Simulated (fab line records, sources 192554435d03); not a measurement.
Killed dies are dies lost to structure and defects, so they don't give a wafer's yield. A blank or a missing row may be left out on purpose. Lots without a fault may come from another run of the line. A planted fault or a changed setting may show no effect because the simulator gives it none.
Split-lot experiment | flow n5_finfet | 7 lots, 21 wafers read, on a route of 1938 steps

THE SPLIT
At N5_BEOL_M0_CUTY_EXPOSE_54 (exposes mask M0 ABLK), the setting dose_mj was moved away from the recipe's 36 on 8 of the 21 wafers read, by -6.4% to +6.7%. The other wafers ran this setting at the recipe's value.

FROM THE SPLIT TO THE READING: what the file shows between them, 2 steps
- N5_BEOL_M0_CUTY_PEB_55: peb time 60 s
- N5_BEOL_M0_CUTY_DEVELOP_56: develop time 30 s

THE READING
cd_nm, in nm, at N5_BEOL_M0_CUTY_CD_MEAS_57 (target cd 200 nm). Fault-free wafers of this fab line usually give 200.1 nm, standard deviation 0.82 nm.

wafer  | tool, chamber at the split | dose_mj as run | against the recipe | cd_nm, nm | against lot-mates on the recipe
L076.1 | arfi_scanner-01, 0         | 36             | recipe             | 199.7     | -
L076.3 | arfi_scanner-01, 0         | 36             | recipe             | 200.9     | -
L076.5 | arfi_scanner-01, 0         | 36             | recipe             | 201.3     | -
L080.1 | arfi_scanner-03, 0         | 36             | recipe             | 199.3     | -
L080.2 | arfi_scanner-03, 0         | 36             | recipe             | 200.8     | -
L080.3 | arfi_scanner-03, 0         | 36             | recipe             | 199.0     | -
L081.2 | arfi_scanner-02, 0         | 36             | recipe             | 199.7     | -
L081.3 | arfi_scanner-02, 0         | 36             | recipe             | 200.8     | -
L081.5 | arfi_scanner-02, 0         | 36             | recipe             | 201.0     | -
L089.1 | arfi_scanner-03, 0         | 36             | recipe             | 201.0     | -
L089.2 | arfi_scanner-03, 0         | 33.69          | -6.4%              | 203.9     | +2.9
L089.4 | arfi_scanner-03, 0         | 33.69          | -6.4%              | 203.2     | +2.2
L088.3 | arfi_scanner-02, 0         | 38.04          | +5.7%              | 196.4     | -3.4
L088.4 | arfi_scanner-02, 0         | 38.04          | +5.7%              | 196.4     | -3.4
L088.5 | arfi_scanner-02, 0         | 36             | recipe             | 199.8     | -
L095.2 | arfi_scanner-03, 0         | 36             | recipe             | 200.6     | -
L095.4 | arfi_scanner-03, 0         | 38.41          | +6.7%              | 196.6     | -4.0
L095.5 | arfi_scanner-03, 0         | 38.41          | +6.7%              | 196.1     | -4.5
L097.1 | arfi_scanner-03, 0         | 37.24          | +3.4%              | 197.9     | -1.8
L097.2 | arfi_scanner-03, 0         | 37.24          | +3.4%              | 197.6     | -2.1
L097.4 | arfi_scanner-03, 0         | 36             | recipe             | 199.7     | -

THE FIT
A straight line over all 21 wafers: cd_nm changes by -0.589 nm for each +1% of dose_mj; r = -0.95; the points scatter about the line by 0.67 nm.
The same after taking each lot's own level away (the mean of its wafers on the recipe; 21 wafers): -0.531 nm for each +1%; r = -0.95; scatter 0.59 nm.
On that fit, the largest move of dose_mj shifts the reading by 3.6 nm.
The lots' own levels span 199.70 to 201.00 nm, that is 1.6 times the standard deviation above.
So the lot-to-lot level changes the slope: the two fits differ.
Check: with one of the wafers moved furthest among these (+6.7%) left out of the fit, the line predicts -3.69 nm for it against its lot-mates. It came out at -4 nm against them.

OTHER SPLITS ON THESE WAFERS
These wafers also went through other splits before the reading. Each is held against what the fit with the lots' levels taken away leaves over:
other split on the same wafers          | wafers away from the commonest value | r with cd_nm (lot level and that fit taken away)
N5_HKMG_FIN_COAT_43 spin_rpm            | 9                                    | +0.15
N5_GATE_CUT_COAT_27 spin_rpm            | 8                                    | +0.03
N5_GATE_CUT_ETCH_36 cf4_flow_sccm       | 7                                    | +0.20
N5_MOL_CONTACT_COAG_EXPOSE_81 dose_mj   | 9                                    | -0.23
N5_MOL_CONTACT_COAG_ALD_133 ald_cycles  | 8                                    | -0.16
N5_MOL_CONTACT_COAG_VIA_ETCH_117 bias_w | 7                                    | -0.06
N5_BEOL_M0_CUTY_COAT_51 spin_rpm        | 10                                   | -0.18

THE FILE'S OWN FIT
cd_nm changes by -0.544 nm for each +1% of dose_mj, r = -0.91.
